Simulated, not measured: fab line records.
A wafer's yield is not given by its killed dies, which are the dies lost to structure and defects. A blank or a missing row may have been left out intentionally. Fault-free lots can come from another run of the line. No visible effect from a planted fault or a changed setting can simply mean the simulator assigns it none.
Chamber matching || flow n5 finfet || pecvd-02 running N5_BEOL_M11_PECVD_70: 3 sister chambers
The step deposits SiO2 from TEOS/O2, target thk 20 nm, time 22.7 s. 16 wafers are shown with their chamber, then 8 later ones without.

## WAFERS PAIRED WITH THEIR CHAMBERS
{"wafer": "L075.2", "chamber": 1, "throttle valve pct (%)": 24.0, "showerhead plenum p Torr (Torr)": 8.85, "heater power w (W)": 711}
{"wafer": "L075.5", "chamber": 0, "throttle valve pct (%)": 21.2, "showerhead plenum p Torr (Torr)": 8.81, "heater power w (W)": 707}
{"wafer": "L075.6", "chamber": 1, "throttle valve pct (%)": 23.6, "showerhead plenum p Torr (Torr)": 8.86, "heater power w (W)": 705}
{"wafer": "L076.1", "chamber": 0, "throttle valve pct (%)": 21.1, "showerhead plenum p Torr (Torr)": 8.86, "heater power w (W)": 642}
{"wafer": "L076.2", "chamber": 2, "throttle valve pct (%)": 24.0, "showerhead plenum p Torr (Torr)": 8.72, "heater power w (W)": 682}
{"wafer": "L076.4", "chamber": 1, "throttle valve pct (%)": 24.1, "showerhead plenum p Torr (Torr)": 8.86, "heater power w (W)": 653}
{"wafer": "L079.1", "chamber": 1, "throttle valve pct (%)": 24.0, "showerhead plenum p Torr (Torr)": 8.87, "heater power w (W)": 617}
{"wafer": "L079.3", "chamber": 0, "throttle valve pct (%)": 21.5, "showerhead plenum p Torr (Torr)": 8.83, "heater power w (W)": 797}
{"wafer": "L079.4", "chamber": 1, "throttle valve pct (%)": 23.8, "showerhead plenum p Torr (Torr)": 8.89, "heater power w (W)": 619}
{"wafer": "L082.2", "chamber": 1, "throttle valve pct (%)": 23.9, "showerhead plenum p Torr (Torr)": 8.87, "heater power w (W)": 621}
{"wafer": "L082.4", "chamber": 1, "throttle valve pct (%)": 23.9, "showerhead plenum p Torr (Torr)": 8.85, "heater power w (W)": 610}
{"wafer": "L082.5", "chamber": 2, "throttle valve pct (%)": 24.1, "showerhead plenum p Torr (Torr)": 8.70, "heater power w (W)": 779}
{"wafer": "L086.1", "chamber": 0, "throttle valve pct (%)": 21.5, "showerhead plenum p Torr (Torr)": 8.84, "heater power w (W)": 807}
{"wafer": "L086.3", "chamber": 0, "throttle valve pct (%)": 21.3, "showerhead plenum p Torr (Torr)": 8.84, "heater power w (W)": 795}
{"wafer": "L086.5", "chamber": 0, "throttle valve pct (%)": 21.2, "showerhead plenum p Torr (Torr)": 8.84, "heater power w (W)": 810}
{"wafer": "L088.1", "chamber": 2, "throttle valve pct (%)": 24.0, "showerhead plenum p Torr (Torr)": 8.72, "heater power w (W)": 713}

SIGNATURES (means of the wafers above)
{"reading": "throttle valve pct", "chamber 0": 21.300, "chamber 1": 23.900, "chamber 2": 24.033, "scatter within a chamber": 0.154}
{"reading": "showerhead plenum p Torr", "chamber 0": 8.8367, "chamber 1": 8.8643, "chamber 2": 8.7133, "scatter within a chamber": 0.0146}
{"reading": "heater power w", "chamber 0": 759.67, "chamber 1": 648.00, "chamber 2": 724.67, "scatter within a chamber": 55.6}
Rule: for a wafer and a chamber, the distance is found by dividing, reading by reading, the gap between the wafer's reading and the chamber's mean by the reading's scatter, squaring, summing and taking the root. The wafer belongs to the nearest chamber; if the next one is less than 2 further off, it can't be placed. The scatter is the square root of a quotient: the sum, over the shown wafers, of each reading's squared deviation from its chamber's mean, divided by wafers minus chambers.

## WAFERS WHOSE CHAMBER IS MISSING
{"wafer": "L088.2", "throttle valve pct (%)": 21.3, "showerhead plenum p Torr (Torr)": 8.83, "heater power w (W)": 780}
{"wafer": "L088.5", "throttle valve pct (%)": 23.8, "showerhead plenum p Torr (Torr)": 8.70, "heater power w (W)": 693}
{"wafer": "L093.3", "throttle valve pct (%)": 24.2, "showerhead plenum p Torr (Torr)": 8.72, "heater power w (W)": 761}
{"wafer": "L093.5", "throttle valve pct (%)": 23.8, "showerhead plenum p Torr (Torr)": 8.84, "heater power w (W)": 706}
{"wafer": "L093.6", "throttle valve pct (%)": 24.0, "showerhead plenum p Torr (Torr)": 8.72, "heater power w (W)": 772}
{"wafer": "L091.3", "throttle valve pct (%)": 23.9, "showerhead plenum p Torr (Torr)": 8.71, "heater power w (W)": 817}
{"wafer": "L091.4", "throttle valve pct (%)": 21.2, "showerhead plenum p Torr (Torr)": 8.85, "heater power w (W)": 744}
{"wafer": "L091.5", "throttle valve pct (%)": 24.1, "showerhead plenum p Torr (Torr)": 8.70, "heater power w (W)": 810}

## EACH ONE'S CHAMBER
{"wafer": "L088.2", "from the rows above": 0, "in truth": 0}
{"wafer": "L088.5", "from the rows above": 2, "in truth": 2}
{"wafer": "L093.3", "from the rows above": 2, "in truth": 2}
{"wafer": "L093.5", "from the rows above": 1, "in truth": 1}
{"wafer": "L093.6", "from the rows above": 2, "in truth": 2}
{"wafer": "L091.3", "from the rows above": 2, "in truth": 2}
{"wafer": "L091.4", "from the rows above": 0, "in truth": 0}
{"wafer": "L091.5", "from the rows above": 2, "in truth": 2}
8 of 8 placed correctly. Can't be placed from these rows: 0. Wrongly placed: 0.
